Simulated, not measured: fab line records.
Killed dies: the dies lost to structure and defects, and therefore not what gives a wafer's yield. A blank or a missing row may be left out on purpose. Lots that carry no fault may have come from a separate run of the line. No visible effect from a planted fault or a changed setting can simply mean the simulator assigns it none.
fab line records	flow nandHarc
[record] lots = 12	wafers = 36	lastDay = 30
route steps=1302 shown P_BONDPAD@352 THIN_TSV@1259 END@1302
lots that met no fault: taken from a fault-free run of the same line
startH: the number of hours between the record's first day and the start of the first shown wafer of the lot	waitH: time in hours since the lot's previous step	" repeats the value in the row above	L1.1+2: one row covering several wafers at once	- either no value or no given start	* or withheld: withheld	< > ~ a bound
route shown NAME@n: a module of which the file shows steps, and the number in the route of the first	usual: average and standard deviation across the fault-free wafers	same: alike in all rows	chamber/n: place in a boat	sites: readings site by site	_std_site: standard deviation across them	_edge_site: mean of outer sites minus mean of inner sites	radiusMm: for every site, how far away it sits from the centre of the wafer	mask NAME#n: copy n	behind: tool/chamber where the wafer was last shaped	hold: what put the lot on hold/how long, in hours/how the hold closed	device: the n, p or np transistor that did not switch	end of line: the same wafers' tests at the end of the route	a step with no rows: only its recipe	killed: the dies lost at the first sort to structure and to defects; this is not the yield of the wafer	map: shows each die of a wafer: x if killed, . if not, _ if none is there
set.NAME: the setting as run; set.NAME@STEP: as run at that earlier step	model.NAME: the simulator's own value behind a step, which no gauge read
a sample of lots followed through the steps of the route, with each step as a table and each wafer as a row
services: the hour from which a tool's chamber was out of use, counted from the record's first day as startH (under 0 if before that day), plus the number of hours and why
[[steps]]
[step NHARC_P_BONDPAD_CMP_32]
[recipe] targetThkNm = 200	material = SiCN
[usual] motorCurrentA = 12.0/1.5
lot.wafer	tool	chamber	startH	waitH	motorCurrentA
L614.3	cmp-01	0	131.72	-	10.0
L614.1	"	1	"	"	12.2
L614.5	"	0	"	"	10.3
L615.2	cmp-03	0	147.58	-	12.1
L615.4	"	1	"	"	11.6
L615.1	"	2	"	"	10.8
L617.1	cmp-04	2	163.34	0.5	11.7
L617.5	"	1	"	"	12.4
L617.6	"	2	"	"	12.3
L616.4	cmp-01	1	165.66	-	11.8
L616.1	"	2	"	"	14.4
L616.5	"	0	"	"	10.7
L618.3	cmp-03	1	174.68	-	10.8
L618.5	"	0	"	"	11.7
L618.6	"	1	"	"	11.3
L620.3	cmp-01	3	192.81	-	14.7
L620.5	"	2	"	"	14.7
L620.6	"	3	"	"	14.6
L621.4	cmp-03	1	197.50	-	11.6
L621.3	"	3	"	"	11.0
L621.5	"	1	"	"	11.9
L622.2	cmp-03	0	217.84	-	12.2
L622.3	"	1	"	"	11.1
L622.1	"	3	"	"	10.5
L624.3	cmp-01	3	235.65	-	14.6
L624.4	"	0	"	"	10.0
L624.6	"	1	"	"	12.7
L625.4	cmp-01	1	249.02	-	12.0
L625.2	"	3	"	"	14.4
L625.6	"	1	"	"	12.6
L629.1	cmp-01	0	281.63	-	10.5
L629.2	"	2	"	"	14.3
L629.6	"	1	"	"	12.3
L628.1	cmp-04	1	282.63	-	12.4
L628.5	"	0	"	"	12.4
L628.6	"	1	"	"	12.2
[step NHARC_THIN_TSV_CD_MEAS_12]
[recipe] targetCdNm = 1000	landingEnergyEv = 500
[usual] cdNm = 999.8/1.3
lot.wafer	tool	chamber	startH	waitH	cdNm
L614.1	cdSem-01	0	550.45	-	999.2
L614.3	"	0	"	"	998.2
L614.5	"	0	"	"	997.1
L615.1	cdSem-03	0	558.67	-	1000.2
L615.2	"	0	"	"	1001.3
L615.4	"	0	"	"	1000.4
L617.1	cdSem-03	0	565.87	-	1000.6
L617.5	"	0	"	"	1000.6
L617.6	"	0	"	"	1002.1
L616.1	cdSem-01	0	574.85	-	1000.0
L616.4	"	0	"	"	998.9
L616.5	"	0	"	"	998.2
L621.3	cdSem-03	0	605.52	-	1000.8
L621.4	"	0	"	"	998.7
L621.5	"	0	"	"	1000.7
L618.3	cdSem-03	0	606.59	-	999.9
L618.5	"	0	"	"	999.6
L618.6	"	0	"	"	1002.3
L620.3	cdSem-03	0	614.25	-	1000.3
L620.5	"	0	"	"	998.5
L620.6	"	0	"	"	1000.0
L622.1	cdSem-01	0	634.52	-	999.6
L622.2	"	0	"	"	1000.3
L622.3	"	0	"	"	999.2
L625.2	cdSem-03	0	639.39	-	1001.1
L625.4	"	0	"	"	1001.3
L625.6	"	0	"	"	999.9
L624.3	cdSem-01	0	643.87	-	1001.7
L624.4	"	0	"	"	998.9
L624.6	"	0	"	"	999.3
L628.1	cdSem-02	0	691.06	-	1001.6
L628.5	"	0	"	"	1000.4
L628.6	"	0	"	"	1000.4
L629.1	cdSem-02	0	692.23	-	999.9
L629.2	"	0	"	"	1003.3
L629.6	"	0	"	"	1001.5
[step NHARC_THIN_TSV_DESCUM_14]
[recipe] timeS = 3	o2FlowSccm = 200	arFlowSccm = 0	biasPowerW = 0	chemistry = O2
[usual] drypumpMotorCurrentA = 5.7/0.39	oesProductAu = 0.997/0.0076	rfVppV = 57.9/0.9	showerheadPlenumPTorr = 1.92/0.078	throttleValvePct = 11.311/0.0089
lot.wafer	tool	chamber	startH	waitH	drypumpMotorCurrentA	oesProductAu	rfHoursCounterH	rfVppV	showerheadPlenumPTorr	throttleValvePct
L614.1	rieDiel-12	0	550.63	-	5.4	0.998	5.4	57.4	1.88	11.313
L614.3	"	1	"	"	5.9	0.995	5.4	59.5	1.95	11.309
L614.5	"	2	"	"	5.5	0.991	-	58.9	1.78	11.298
L615.1	rieDiel-11	2	558.83	-	5.7	0.984	7.5	57.9	1.80	11.315
L615.2	"	3	"	"	5.5	0.987	7.3	57.3	1.89	11.316
L615.4	"	1	"	"	4.7	0.994	7.3	57.4	1.98	11.316
L617.1	rieDiel-11	0	566.07	-	4.9	0.991	8.1	58.5	1.98	11.315
L617.5	"	1	"	"	4.7	0.999	-	58.4	1.98	11.305
L617.6	"	2	"	"	5.7	0.990	-	58.0	1.80	11.314
L616.4	rieDiel-11	1	575.02	-	4.7	1.005	8.7	58.8	1.98	11.315
L616.1	"	3	"	"	5.5	1.000	8.9	59.3	1.89	11.306
L616.5	"	1	"	"	4.7	1.007	-	58.4	1.98	11.306
L621.4	rieDiel-10	2	605.70	-	6.1	0.995	0	58.4	2.03	11.308
L621.3	"	3	"	"	5.6	0.989	0	57.6	1.97	11.309
L621.5	"	1	"	"	6.0	1.004	-	58.9	1.85	11.307
L618.3	rieDiel-10	1	606.77	-	6.0	1.001	0.2	55.4	1.85	11.295
L618.5	"	2	"	"	6.1	0.999	-	59.0	2.03	11.300
L618.6	"	3	"	"	5.6	1.000	-	59.1	1.96	11.313
L620.3	rieDiel-12	2	614.43	-	5.5	1.004	8.0	57.8	1.78	11.313
L620.6	"	3	"	"	5.8	0.989	-	59.2	1.92	11.308
L620.5	"	0	"	"	5.4	0.996	-	59.4	1.87	11.297
L622.2	rieDiel-10	2	634.68	-	6.1	0.995	1.7	58.0	2.03	11.307
L622.1	"	3	"	"	5.6	0.982	1.7	59.5	1.96	11.313
L622.3	"	0	"	"	5.5	1.001	1.6	57.0	1.93	11.305
L625.4	rieDiel-10	1	639.54	-	6.0	0.988	2.0	58.4	1.85	11.322
L625.2	"	0	"	"	5.5	0.984	2.2	59.1	1.94	11.312
L625.6	"	2	"	"	6.1	0.996	-	58.9	2.03	11.296
L624.3	rieDiel-10	3	644.03	-	5.6	0.986	2.5	57.9	1.96	11.315
L624.4	"	0	"	"	5.5	1.003	2.7	56.6	1.94	11.309
L624.6	"	3	"	"	5.6	1.000	-	57.5	1.96	11.305
L628.1	rieDiel-12	1	691.22	-	6.0	0.988	2.4	59.6	1.95	11.298
L628.5	"	1	"	"	5.9	0.995	-	57.6	1.95	11.314
L628.6	"	2	"	"	5.5	0.984	-	58.2	1.78	11.306
L629.2	rieDiel-10	3	692.39	-	5.6	0.998	4.2	58.4	1.96	11.315
L629.1	"	0	"	"	5.5	0.986	4.8	58.0	1.93	11.306
L629.6	"	0	"	"	5.5	0.981	-	58.4	1.93	11.329
[step NHARC_THIN_TSV_PRE_CLEAN_50]
[recipe] timeS = 30	tempC = 280	gas = H2/He
[usual] heaterPowerW = 450/34
lot.wafer	tool	chamber	startH	waitH	heaterPowerW
L614.3	pvdSputter-01	-	-	-	388
L614.1	"	-	"	"	487
L614.5	"	-	"	"	394
L615.4	pvdSputter-03	-	-	-	466
L615.1	"	-	"	"	431
L615.2	"	-	"	"	456
L617.1	pvdSputter-01	-	-	-	513
L617.5	"	-	"	"	434
L617.6	"	-	"	"	509
L616.1	pvdSputter-03	-	-	-	477
L616.4	"	-	"	"	452
L616.5	"	-	"	"	442
L621.3	pvdSputter-03	-	-	-	448
L621.4	"	-	"	"	470
L621.5	"	-	"	"	448
L618.3	pvdSputter-03	-	-	-	441
L618.5	"	-	"	"	464
L618.6	"	-	"	"	460
L620.3	pvdSputter-01	-	-	-	487
L620.5	"	-	"	"	411
L620.6	"	-	"	"	493
L622.2	pvdSputter-02	-	-	-	413
L622.3	"	-	"	"	429
L622.1	"	-	"	"	457
L625.2	pvdSputter-02	-	-	-	447
L625.4	"	-	"	"	449
L625.6	"	-	"	"	456
L624.3	pvdSputter-03	-	-	-	467
L624.4	"	-	"	"	458
L624.6	"	-	"	"	453
L628.1	pvdSputter-03	-	-	-	452
L628.6	"	-	"	"	438
L628.5	"	-	"	"	453
L629.2	pvdSputter-01	-	-	-	502
L629.1	"	-	"	"	400
L629.6	"	-	"	"	451
[step NHARC_END_SORT_01]
[recipe] tempC = 25
[usual] defectLimitedYield = 91/3.4	killedAtArray = 54/23	killedAtOther = 1.2/1.5	killedAtPeriphery = 3.9/2.5	killedDies = 59/23	killedOpen = 3.2/1.7	killedShort = 2.4/1.6	sort_bin_2_pct = 3.0/1.4	sort_bin_3_pct = 0.7/0.45	sort_bin_4_pct = 5.0/1.9	sortNPass = 618/23	sortRimYieldPct = 92/3.8	sortYieldPct = 91/3.4
[same] grossDies = 677	sort_bin_5_pct[%] = 0	sort_bin_6_pct[%] = 0	sort_bin_7_pct[%] = 0	sort_bin_8_pct[%] = 0	sortRimNGross = 106.00
lot.wafer	tool	chamber	startH	waitH	defectLimitedYield[%]	killedAtArray	killedAtOther	killedAtPeriphery	killedDies	killedOpen	killedShort	sort_bin_2_pct[%]	sort_bin_3_pct[%]	sort_bin_4_pct[%]	sortNPass	sortRimYieldPct[%]	sortYieldPct[%]
L617.1	prober-01	0	587.91	2.5	96	19	1	6	26	6	8	0.4	0.1	3.2	651	94	96
L617.5	prober-01	0	591.10	3.7	98	15	1	0	16	0	3	0.3	0.1	1.9	661	94	98
L617.6	prober-01	0	591.90	4.0	96	23	1	3	27	3	3	0.6	0	3.4	650	94	96
L625.2	prober-01	0	657.94	2.8	96	19	2	6	27	3	2	0.6	0	3.4	650	95	96
L625.4	prober-01	0	659.54	3.4	97	18	2	3	23	2	1	1.3	0	2.1	654	99	97
L625.6	prober-01	0	661.13	4.0	96	26	1	2	29	3	2	0.9	0.1	3.2	648	98	96
L629.1	prober-01	0	713.83	2.5	88	74	1	7	82	1	1	5.0	1.0	6.1	595	92	88
L629.2	prober-01	0	714.63	2.8	32	56	0	405	461	1	1	24.7	5.0	38.4	216	34	32
L629.6	prober-01	0	717.82	4.0	88	73	2	7	82	3	2	5.9	0.6	5.6	595	90	88
L628.1	prober-02	0	713.84	2.5	96	20	0	8	28	5	3	0.7	0.1	3.2	649	99	96
L628.5	prober-02	0	717.10	3.8	95	23	1	10	34	2	3	1.0	0.3	3.7	643	93	95
L628.6	prober-02	0	717.91	4.1	96	25	0	4	29	4	1	1.0	0.6	2.7	648	97	96
// killed by level:class
L617.1 A_CHANNEL_HOLE_D2:chamberFilmFlake=4 A_STAIRCASE:chamberFilmFlake=3 P_CONTACT:geometricParticle:open=2 P_STI:geometricParticle:open=1 P_CONTACT:geometricParticle:short=1 P_M0:geometricParticle:short=1 A_ONON_D1:geometricParticle:short=1 A_DECK1_JOINT:geometricParticle:short=1
L617.5 A_STAIRCASE:chamberFilmFlake=5 A_CHANNEL_HOLE_D2:chamberFilmFlake=3 A_CONTACT:chamberFilmFlake=3 A_CHANNEL_HOLE_D1:geometricParticle:short=1 A_DECK1_JOINT:geometricParticle:short=1 A_WL_FILL:geometricParticle:short=1 A_CHANNEL_FILL_D2:chamberFilmFlake=1 THIN_TSV:chamberFilmFlake=1
L617.6 A_STAIRCASE:chamberFilmFlake=9 A_CHANNEL_HOLE_D2:chamberFilmFlake=5 A_CONTACT:chamberFilmFlake=3 P_M0:geometricParticle:short=1 P_M1:geometricParticle:open=1 A_CHANNEL_FILL_D2:geometricParticle:short=1 A_CHANNEL_FILL_D2:geometricParticle:open=1 A_SGD_CUT:geometricParticle:open=1
L625.2 A_STAIRCASE:chamberFilmFlake=5 A_CHANNEL_HOLE_D1:chamberFilmFlake=4 P_CONTACT:chamberFilmFlake=2 A_CONTACT:chamberFilmFlake=2 P_CONTACT:geometricParticle:open=1 A_ONON_D1:geometricParticle:short=1 A_CHANNEL_HOLE_D1:geometricParticle:short=1 A_DECK1_JOINT:geometricParticle:open=1
L625.4 A_CHANNEL_HOLE_D1:chamberFilmFlake=8 A_STAIRCASE:chamberFilmFlake=3 P_CONTACT:chamberFilmFlake=2 THIN_TSV:chamberFilmFlake=2 A_ONON_D1:geometricParticle:open=1 A_CHANNEL_HOLE_D2:geometricParticle:short=1 A_M0:geometricParticle:open=1 P_STI:chamberFilmFlake=1
L625.6 A_CHANNEL_HOLE_D1:chamberFilmFlake=9 A_STAIRCASE:chamberFilmFlake=3 A_CONTACT:chamberFilmFlake=3 A_CHANNEL_HOLE_D2:chamberFilmFlake=2 A_SLIT:chamberFilmFlake=2 P_M0:geometricParticle:open=1 A_ONON_D1:geometricParticle:short=1 A_DECK1_JOINT:geometricParticle:short=1
L629.1 A_CHANNEL_HOLE_D1:chamberFilmFlake=35 A_SLIT:chamberFilmFlake=20 A_STAIRCASE:chamberFilmFlake=11 P_M2:chamberFilmFlake=4 A_CONTACT:chamberFilmFlake=4 P_ZERO_WELL:chamberFilmFlake=2 P_M0:geometricParticle:open=1 A_WL_FILL:geometricParticle:short=1
L628.1 A_CHANNEL_HOLE_D1:chamberFilmFlake=7 A_STAIRCASE:chamberFilmFlake=5 P_GATE:chamberFilmFlake=2 A_CHANNEL_FILL_D1:chamberFilmFlake=2 A_SLIT:chamberFilmFlake=2 P_GATE:geometricParticle:open=1 P_CONTACT:geometricParticle:open=1 P_M0:geometricParticle:short=1
L629.2 P_BONDPAD:unspecified=403 A_CHANNEL_HOLE_D1:chamberFilmFlake=27 A_SLIT:chamberFilmFlake=15 A_STAIRCASE:chamberFilmFlake=6 A_CONTACT:chamberFilmFlake=5 P_M2:chamberFilmFlake=2 A_CHANNEL_FILL_D1:geometricParticle:short=1 A_BLC:geometricParticle:open=1
L628.5 A_CHANNEL_HOLE_D1:chamberFilmFlake=9 P_M2:chamberFilmFlake=5 P_GATE:chamberFilmFlake=3 A_SLIT:chamberFilmFlake=3 P_STI:chamberFilmFlake=2 A_STAIRCASE:chamberFilmFlake=2 A_SOURCE_PLATE:geometricParticle:short=1 A_CHANNEL_FILL_D1:geometricParticle:open=1
L629.6 A_CHANNEL_HOLE_D1:chamberFilmFlake=30 A_SLIT:chamberFilmFlake=25 A_STAIRCASE:chamberFilmFlake=7 P_M2:chamberFilmFlake=5 A_CONTACT:chamberFilmFlake=5 A_SOURCE_PLATE:geometricParticle:open=1 A_ONON_D1:geometricParticle:open=1 A_DECK1_JOINT:geometricParticle:short=1
L628.6 A_CHANNEL_HOLE_D1:chamberFilmFlake=11 P_GATE:chamberFilmFlake=3 A_DECK1_JOINT:chamberFilmFlake=3 A_STAIRCASE:chamberFilmFlake=2 P_M2:geometricParticle:open=1 A_SOURCE_PLATE:geometricParticle:open=1 A_CHANNEL_FILL_D1:geometricParticle:open=1 A_WL_FILL:geometricParticle:short=1
[[services]]
tool	chamber	startH	hours	kind
cmp-01	-	128.26	0.3	repair
rieDiel-10	2	132.29	2.6	repair
pvdSputter-03	-	170.00	10.0	pm
cmp-01	-	185.59	4.0	pm
cmp-01	-	212.35	9.5	repair
rieDiel-10	-	242.50	9.0	pm
pvdSputter-03	-	246.90	2.3	repair
rieDiel-10	-	261.09	1.0	repair
cmp-01	-	283.59	4.0	pm
pvdSputter-03	-	318.58	0.9	repair
rieDiel-10	2	346.46	3.2	repair
pvdSputter-03	-	348.00	10.0	pm
cmp-01	-	361.09	1.8	repair
cmp-01	-	381.59	4.0	pm
rieDiel-10	-	419.50	9.0	pm
pvdSputter-03	-	447.62	1.7	repair
rieDiel-10	-	463.96	0.7	repair
rieDiel-10	1	469.25	1.5	repair
cmp-01	-	479.59	4.0	pm
rieDiel-10	0	521.51	6.7	repair
pvdSputter-03	-	528.49	1.9	repair
cmp-01	-	534.11	0.8	repair
cmp-01	-	536.21	6.8	repair
rieDiel-10	0	536.80	5.3	repair
[[key]]
[firstSign] step = NHARC_END_SORT_01	reading = killedAtPeriphery	direction = up	sigmas = 99+	usual = 3.9	struck = 405
[effect] step = NHARC_END_SORT_01	reading = defectLimitedYield	direction = down	sigmas = 18	usual = 91	struck = 32
[moreKillsBornAt] NHARC_P_BONDPAD_CMP_32@cmp-01 = 403
metAt NHARC_P_BONDPAD_CMP_32
struckLots L629
struckWafers L629.2
notActingAt NHARC_THIN_TSV_CD_MEAS_12,NHARC_THIN_TSV_DESCUM_14,NHARC_THIN_TSV_PRE_CLEAN_50
onsetBetween 192.81 281.63
[fault] kind = chamberParticleSource	tool = cmp-01	chamber = 2	onsetH = 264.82	steps = NHARC_P_BONDPAD_CMP_32	ratePerVisitCm2 = 1.1396	endH = 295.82
